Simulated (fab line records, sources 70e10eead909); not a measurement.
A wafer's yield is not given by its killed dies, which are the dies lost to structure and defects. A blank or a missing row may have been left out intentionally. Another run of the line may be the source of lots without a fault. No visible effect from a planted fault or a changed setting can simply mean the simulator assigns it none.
Which tool is to blame? + flow nand harc + Sampling: 24 lots, 72 wafers, 5 of 1302 route steps

== WHAT THE GAUGES READ, wafer by wafer ==
NHARC_P_STI_INSPECT_11. Usual: 6 for raw defect count, sd 3.1.
| lot  | measured     | on                | raw defect count | flag |
|------|--------------|-------------------|------------------|------|
| L074 | day 2 02:38  | defect inspect-02 | 5 15 12          |      |
| L075 | day 2 08:13  | defect inspect-01 | 5 7 2            |      |
| L076 | day 2 14:36  | defect inspect-01 | 5 7 7            |      |
| L077 | day 3 06:02  | defect inspect-01 | 2 4 7            |      |
| L078 | day 3 12:34  | defect inspect-02 | 7 10 5           |      |
| L079 | day 3 20:28  | defect inspect-01 | 5 6 11           |      |
| L080 | day 4 06:59  | defect inspect-02 | 3 7 5            |      |
| L081 | day 4 18:34  | defect inspect-01 | 9 3 3            |      |
| L082 | day 5 03:05  | defect inspect-01 | 6 8 6            |      |
| L083 | day 5 19:01  | defect inspect-02 | 8 5 9            |      |
| L084 | day 6 01:11  | defect inspect-01 | 6 1 4            |      |
| L085 | day 6 08:50  | defect inspect-02 | 3 13 8           |      |
| L086 | day 6 18:19  | defect inspect-02 | 7 7 11           |      |
| L087 | day 7 05:41  | defect inspect-02 | 2 5 2            |      |
| L088 | day 7 16:43  | defect inspect-02 | 6 5 4            |      |
| L089 | day 8 02:05  | defect inspect-02 | 5 6 5            |      |
| L090 | day 8 13:18  | defect inspect-01 | 1 2 4            |      |
| L091 | day 8 22:29  | defect inspect-02 | 4 5 7            |      |
| L092 | day 9 08:37  | defect inspect-01 | 9 3 4            |      |
| L093 | day 9 18:27  | defect inspect-02 | 6 9 8            |      |
| L094 | day 10 05:01 | defect inspect-01 | 13 3 8           |      |
| L095 | day 10 17:02 | defect inspect-01 | 7 9 4            |      |
| L096 | day 11 01:40 | defect inspect-01 | 3 3 10           |      |
| L097 | day 11 08:02 | defect inspect-02 | 4 11 3           |      |

NHARC_P_M2_OVL_MEAS_10: pitch 340 nm. Usual: overlay x nm 0.4 nm, standard deviation 0.8; overlay y nm 0.1 nm, standard deviation 0.72.
| lot  | measured     | on         | overlay x nm (nm) | overlay y nm (nm) | flag |
|------|--------------|------------|-------------------|-------------------|------|
| L074 | day 5 14:58  | overlay-02 | -0.4 0.0 -1.1     | -0.7 -1.0 -0.2    |      |
| L075 | day 5 18:55  | overlay-01 | 0.7 1.2 0.5       | 0.3 0.9 0.7       |      |
| L076 | day 6 04:40  | overlay-01 | 1.2 1.6 1.9       | -0.6 -0.3 -0.7    |      |
| L077 | day 7 19:44  | overlay-02 | 0.7 0.8 0.8       | 0.0 -0.2 -0.8     |      |
| L078 | day 7 02:17  | overlay-02 | -0.8 -0.1 -0.2    | -1.0 -1.6 -1.6    |      |
| L079 | day 7 08:23  | overlay-02 | -1.2 -1.1 -1.3    | 0.9 0.9 0.8       |      |
| L080 | day 8 01:04  | overlay-02 | -0.7 -0.1 -0.5    | -0.1 -0.3 -0.2    |      |
| L081 | day 8 13:56  | overlay-02 | 0.3 0.7 1.0       | -0.7 -0.7 -0.2    |      |
| L082 | day 8 14:41  | overlay-02 | 0.5 1.2 0.9       | 1.5 0.5 0.9       |      |
| L083 | day 9 11:53  | overlay-01 | 1.4 1.4 1.7       | -0.5 -0.9 -1.1    |      |
| L084 | day 9 17:43  | overlay-02 | 0.8 0.7 1.0       | -0.8 -1.0 -1.0    |      |
| L085 | day 9 21:19  | overlay-02 | 0.9 0.4 0.0       | 0.8 0.7 0.9       |      |
| L086 | day 10 11:30 | overlay-01 | -0.2 0.4 0.6      | 0.7 0.9 1.4       |      |
| L087 | day 10 19:19 | overlay-02 | 0.0 0.4 0.1       | 0.3 1.0 0.8       |      |
| L088 | day 11 07:46 | overlay-01 | 1.5 1.6 1.7       | 0.6 0.5 0.4       |      |
| L089 | day 11 11:31 | overlay-01 | -0.1 0.1 0.1      | 0.4 0.3 -0.1      |      |
| L090 | day 12 04:11 | overlay-02 | 1.0 0.8 1.3       | -0.2 0.1 -0.3     |      |
| L091 | day 12 19:22 | overlay-01 | 0.3 -0.3 -0.5     | -0.5 -1.3 -0.6    |      |
| L092 | day 13 00:45 | overlay-02 | -0.2 -0.4 0.1     | 1.1 1.7 0.8       |      |
| L093 | day 13 15:56 | overlay-01 | 0.5 0.8 0.7       | 0.4 1.2 0.8       |      |
| L094 | day 13 15:46 | overlay-01 | 0.7 0.8 1.0       | 0.1 -0.3 0.0      |      |
| L095 | day 14 09:35 | overlay-01 | -0.4 -0.6 -0.4    | 0.3 0.0 0.4       |      |
| L096 | day 14 14:26 | overlay-01 | -0.7 -1.1 -0.4    | 0.6 -0.2 0.4      |      |
| L097 | day 14 21:42 | overlay-02 | 0.9 0.7 0.8       | 0.3 -0.4 0.2      |      |

NHARC_P_M2_CD_MEAS_16. Usual: 169.9 nm for cd nm, sd 0.83.
| lot  | measured     | on        | cd nm (nm)        | flag |
|------|--------------|-----------|-------------------|------|
| L074 | day 5 15:25  | cd sem-02 | 169.8 170.3 170.0 |      |
| L075 | day 5 19:19  | cd sem-03 | 170.9 168.6 168.6 |      |
| L076 | day 6 05:04  | cd sem-03 | 169.0 168.4 169.2 |      |
| L077 | day 7 20:08  | cd sem-01 | 169.0 169.8 170.1 |      |
| L078 | day 7 02:41  | cd sem-03 | 168.5 168.3 168.5 |      |
| L079 | day 7 08:47  | cd sem-02 | 170.6 170.9 169.7 |      |
| L080 | day 8 01:29  | cd sem-02 | 169.5 169.7 168.7 |      |
| L081 | day 8 14:23  | cd sem-03 | 170.5 170.5 169.4 |      |
| L082 | day 8 15:08  | cd sem-03 | 169.6 170.2 170.6 |      |
| L083 | day 9 12:17  | cd sem-01 | 169.5 170.1 171.3 |      |
| L084 | day 9 18:08  | cd sem-02 | 170.0 170.6 171.4 |      |
| L085 | day 9 21:43  | cd sem-02 | 170.1 170.4 169.8 |      |
| L086 | day 10 11:54 | cd sem-02 | 169.7 170.1 169.8 |      |
| L087 | day 10 19:43 | cd sem-02 | 169.2 169.1 169.1 |      |
| L088 | day 11 08:10 | cd sem-02 | 169.8 169.1 169.5 |      |
| L089 | day 11 11:55 | cd sem-02 | 171.1 167.7 169.5 |      |
| L090 | day 12 04:36 | cd sem-01 | 168.8 170.1 170.1 |      |
| L091 | day 12 19:47 | cd sem-01 | 169.1 169.7 169.7 |      |
| L092 | day 13 01:20 | cd sem-03 | 169.7 171.9 170.7 |      |
| L093 | day 13 16:23 | cd sem-03 | 169.1 170.2 170.9 |      |
| L094 | day 13 16:10 | cd sem-01 | 171.0 169.9 169.7 |      |
| L095 | day 14 09:59 | cd sem-03 | 170.5 168.2 168.9 |      |
| L096 | day 14 14:51 | cd sem-03 | 169.9 170.5 170.1 |      |
| L097 | day 14 22:06 | cd sem-02 | 169.8 170.1 169.5 |      |

== EACH LOT AND THE TOOL THAT RAN IT (in order: tool; ch and the chambers of the sampled wafers; start) ==
| lot  | NHARC_P_CONTACT_CVD_23                   | NHARC_P_M2_ETCH_15                            |
|------|------------------------------------------|-----------------------------------------------|
| L074 | cvd w-01 ch 0,1, day 5 14:58 or earlier  | rie diel-04 ch 1,2, day 5 15:25 or earlier    |
| L075 | cvd w-01 ch 0,1, day 5 18:55 or earlier  | rie diel-05 ch 0,2,3, day 5 19:19 or earlier  |
| L076 | cvd w-02 ch 0,1, day 6 04:40 or earlier  | rie diel-04 ch 0,2, day 6 05:04 or earlier    |
| L077 | cvd w-02 ch 0,1, day 7 19:44 or earlier  | rie diel-04 ch 2,3, day 7 20:08 or earlier    |
| L078 | cvd w-02 ch 0,1, day 7 02:17 or earlier  | rie diel-04 ch 0,2,3, day 7 02:41 or earlier  |
| L079 | cvd w-02 ch 0, day 7 08:23 or earlier    | rie diel-04 ch 0,2, day 7 08:47 or earlier    |
| L080 | cvd w-02 ch 0,1, day 8 01:04 or earlier  | rie diel-05 ch 0,1,3, day 8 01:29 or earlier  |
| L081 | cvd w-02 ch 0,1, day 8 13:56 or earlier  | rie diel-04 ch 1,3, day 8 14:23 or earlier    |
| L082 | cvd w-02 ch 0,1, day 8 14:41 or earlier  | rie diel-04 ch 1,2,3, day 8 15:08 or earlier  |
| L083 | cvd w-01 ch 0,1, day 9 11:53 or earlier  | rie diel-04 ch 1,3, day 9 12:17 or earlier    |
| L084 | cvd w-02 ch 0,1, day 9 17:43 or earlier  | rie diel-03 ch 0,1,2, day 9 18:08 or earlier  |
| L085 | cvd w-01 ch 0,1, day 9 21:19 or earlier  | rie diel-04 ch 2,3, day 9 21:43 or earlier    |
| L086 | cvd w-01 ch 1, day 10 11:30 or earlier   | rie diel-04 ch 2,3, day 10 11:54 or earlier   |
| L087 | cvd w-01 ch 0,1, day 10 19:19 or earlier | rie diel-04 ch 0,1,3, day 10 19:43 or earlier |
| L088 | cvd w-01 ch 0, day 11 07:46 or earlier   | rie diel-03 ch 1,3, day 11 08:10 or earlier   |
| L089 | cvd w-02 ch 0,1, day 11 11:31 or earlier | rie diel-05 ch 0,1,2, day 11 11:55 or earlier |
| L090 | cvd w-02 ch 0,1, day 12 04:11 or earlier | rie diel-05 ch 1,2, day 12 04:36 or earlier   |
| L091 | cvd w-02 ch 0,1, day 12 19:22 or earlier | rie diel-04 ch 0,2,3, day 12 19:47 or earlier |
| L092 | cvd w-01 ch 0,1, day 13 00:45 or earlier | rie diel-04 ch 0,3, day 13 01:20 or earlier   |
| L093 | cvd w-01 ch 0,1, day 13 15:56 or earlier | rie diel-05 ch 0,1,2, day 13 16:23 or earlier |
| L094 | cvd w-02 ch 0,1, day 13 15:46 or earlier | rie diel-04 ch 0,3, day 13 16:10 or earlier   |
| L095 | cvd w-01 ch 0,1, day 14 09:35 or earlier | rie diel-03 ch 0,1, day 14 09:59 or earlier   |
| L096 | cvd w-01 ch 0,1, day 14 14:26 or earlier | rie diel-04 ch 0,1,2, day 14 14:51 or earlier |
| L097 | cvd w-02 ch 0, day 14 21:42 or earlier   | rie diel-03 ch 1,2,3, day 14 22:06 or earlier |
- NHARC_P_CONTACT_CVD_23: deposits W, target thk 200 nm, time 557 s.
- NHARC_P_M2_ETCH_15: etches the open film in C4F8/Ar, target depth 182.5 nm, time 91.2 s.

== WHAT THE TOOLS THEMSELVES READ (means of the sampled wafers that have a number; where no wafer has one, the mark that the record gives instead) ==
NHARC_P_CONTACT_CVD_23. Usual: heater power w 434 W, standard deviation 24; mfc h2 sccm 1599 sccm, standard deviation 4.5; mfc wf6 sccm 40.02 sccm, standard deviation 0.12; throttle valve pct 7.86 %, standard deviation 0.26.
| lot  | tool     | heater power w (W) | mfc h2 sccm (sccm) | mfc wf6 sccm (sccm) | throttle valve pct (%) | flag |
|------|----------|--------------------|--------------------|---------------------|------------------------|------|
| L074 | cvd w-01 | 445                | 1599               | 40.05               | 7.80                   |      |
| L075 | cvd w-01 | 443                | 1597               | 40.00               | 7.66                   |      |
| L076 | cvd w-02 | 426                | 1599               | 40.03               | 7.91                   |      |
| L077 | cvd w-02 | 432                | 1598               | 39.93               | 7.90                   |      |
| L078 | cvd w-02 | 429                | 1597               | 40.00               | 7.92                   |      |
| L079 | cvd w-02 | 395                | 1601               | 39.99               | 7.92                   |      |
| L080 | cvd w-02 | 424                | 1600               | 39.96               | 7.94                   |      |
| L081 | cvd w-02 | 427                | 1602               | 40.05               | 8.00                   |      |
| L082 | cvd w-02 | 436                | 1597               | 40.00               | 8.03                   |      |
| L083 | cvd w-01 | 452                | 1601               | 40.00               | 7.79                   |      |
| L084 | cvd w-02 | 410                | 1601               | 40.02               | 8.09                   |      |
| L085 | cvd w-01 | 455                | 1603               | 39.99               | 7.67                   |      |
| L086 | cvd w-01 | 455                | 1597               | 40.25               | 7.57                   |      |
| L087 | cvd w-01 | 448                | 1598               | 40.20               | 7.74                   |      |
| L088 | cvd w-01 | 453                | 1597               | 40.00               | 7.57                   |      |
| L089 | cvd w-02 | 442                | 1600               | 40.03               | 8.25                   |      |
| L090 | cvd w-02 | 417                | 1600               | 39.97               | 8.14                   |      |
| L091 | cvd w-02 | 413                | 1595               | 39.98               | 8.11                   |      |
| L092 | cvd w-01 | 449                | 1597               | 40.02               | 7.47                   |      |
| L093 | cvd w-01 | 454                | 1607               | 40.01               | 7.54                   |      |
| L094 | cvd w-02 | 419                | 1599               | 40.11               | 8.10                   |      |
| L095 | cvd w-01 | 457                | 1598               | 40.13               | 7.69                   |      |
| L096 | cvd w-01 | 449                | 1595               | 40.14               | 7.63                   |      |
| L097 | cvd w-02 | 414                | 1594               | 40.10               | 8.22                   |      |

NHARC_P_M2_ETCH_15. Usual: oes product au 0.950 a.u., standard deviation 0.025; rf vpp V 440.3 V, standard deviation 2.2.
| lot  | tool        | oes product au (a.u.) | rf vpp V (V) | flag |
|------|-------------|-----------------------|--------------|------|
| L074 | rie diel-04 | 0.946                 | 438.3        |      |
| L075 | rie diel-05 | 0.914                 | 442.0        |      |
| L076 | rie diel-04 | 0.971                 | 440.5        |      |
| L077 | rie diel-04 | 0.984                 | 438.1        |      |
| L078 | rie diel-04 | 0.961                 | 438.8        |      |
| L079 | rie diel-04 | 0.923                 | 440.2        |      |
| L080 | rie diel-05 | 0.922                 | 440.7        |      |
| L081 | rie diel-04 | 0.973                 | 438.5        |      |
| L082 | rie diel-04 | 0.980                 | 438.8        |      |
| L083 | rie diel-04 | 0.971                 | 438.2        |      |
| L084 | rie diel-03 | 0.928                 | 443.1        |      |
| L085 | rie diel-04 | 0.946                 | 438.5        |      |
| L086 | rie diel-04 | 0.986                 | 437.9        |      |
| L087 | rie diel-04 | 0.975                 | 439.8        |      |
| L088 | rie diel-03 | 0.925                 | 444.2        |      |
| L089 | rie diel-05 | 0.922                 | 442.2        |      |
| L090 | rie diel-05 | 0.922                 | 443.4        |      |
| L091 | rie diel-04 | 0.967                 | 439.4        |      |
| L092 | rie diel-04 | 0.929                 | 440.5        |      |
| L093 | rie diel-05 | 0.925                 | 441.5        |      |
| L094 | rie diel-04 | 0.986                 | 440.2        |      |
| L095 | rie diel-03 | 0.924                 | 444.0        |      |
| L096 | rie diel-04 | 0.970                 | 439.7        |      |
| L097 | rie diel-03 | 0.973                 | 442.3        |      |

== THE ANSWER, worked out from the rows above alone ==
Rule: lot off if the mean of its wafers having a number is beyond 3 standard deviations from the usual mean. Also off: a lot with no number at a reading for which 4 or more lots have one. Any other lot the step has rows for is counted as sound. The gauges are gone through in route order, then the tools' own readings, and for those a lot's mean is taken as printed above. At the first step where some lot is off, the reading lying furthest off is the one used; lots without a number count as furthest.
Across all readings shown, no lot is off: no conclusion can be drawn from this.

== WHAT THE SIMULATOR PUT IN ==
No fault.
